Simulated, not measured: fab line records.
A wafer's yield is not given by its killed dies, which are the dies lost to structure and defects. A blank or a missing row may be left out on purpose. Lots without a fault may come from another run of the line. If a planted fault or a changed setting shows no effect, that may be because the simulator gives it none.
Chamber matching | flow nand_harc | NHARC_P_ZERO_WELL_DESCUM_39 on rie_diel-13 has 4 sister chambers
The step chemistry O2, time 3 s. 4 wafers are shown with their chamber, then 12 later ones without.

## WAFERS PAIRED WITH THEIR CHAMBERS
wafer  | chamber | showerhead_plenum_p_Torr (Torr)
L084.3 | 1       | 2.06
L085.4 | 0       | 1.98
L086.5 | 3       | 1.97
L086.6 | 2       | 1.91

## WAFERS WITH NO CHAMBER GIVEN
wafer  | showerhead_plenum_p_Torr (Torr)
L088.1 | 1.98
L088.5 | 1.98
L088.6 | 1.97
L089.3 | 1.97
L089.4 | 1.98
L089.5 | 1.97
L092.1 | 1.90
L092.3 | 2.05
L092.6 | 1.97
L093.1 | 2.05
L093.2 | 1.97
L093.4 | 1.90

## WHICH CHAMBER EACH WENT THROUGH
wafer  | from the rows above     | in truth
L088.1 | can't be placed: 0 or 3 | 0
L088.5 | can't be placed: 0 or 3 | 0
L088.6 | can't be placed: 3 or 0 | 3
L089.3 | can't be placed: 3 or 0 | 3
L089.4 | can't be placed: 0 or 3 | 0
L089.5 | can't be placed: 3 or 0 | 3
L092.1 | 2                       | 2
L092.3 | 1                       | 1
L092.6 | can't be placed: 3 or 0 | 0
L093.1 | 1                       | 1
L093.2 | can't be placed: 3 or 0 | 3
L093.4 | 2                       | 2
Placed correctly: 4 of 12. Not placeable from these rows: 8 (in 8, the candidates include the true chamber). 0 placed wrongly.
How it was worked out, from the rows above alone: a wafer's distance from a chamber is the root of the sum, over the readings, of the square of ((its reading less the chamber's mean) divided by the reading's scatter). If the next closest chamber is less than 2 further off than the closest, the wafer can't be placed; otherwise it belongs to the closest. For every chamber, the mean is computed from those of its wafers that are shown. The scatter (one wafer shown for each chamber): square how far every hidden wafer sits from the nearest shown wafer, average those squares and take the square root.
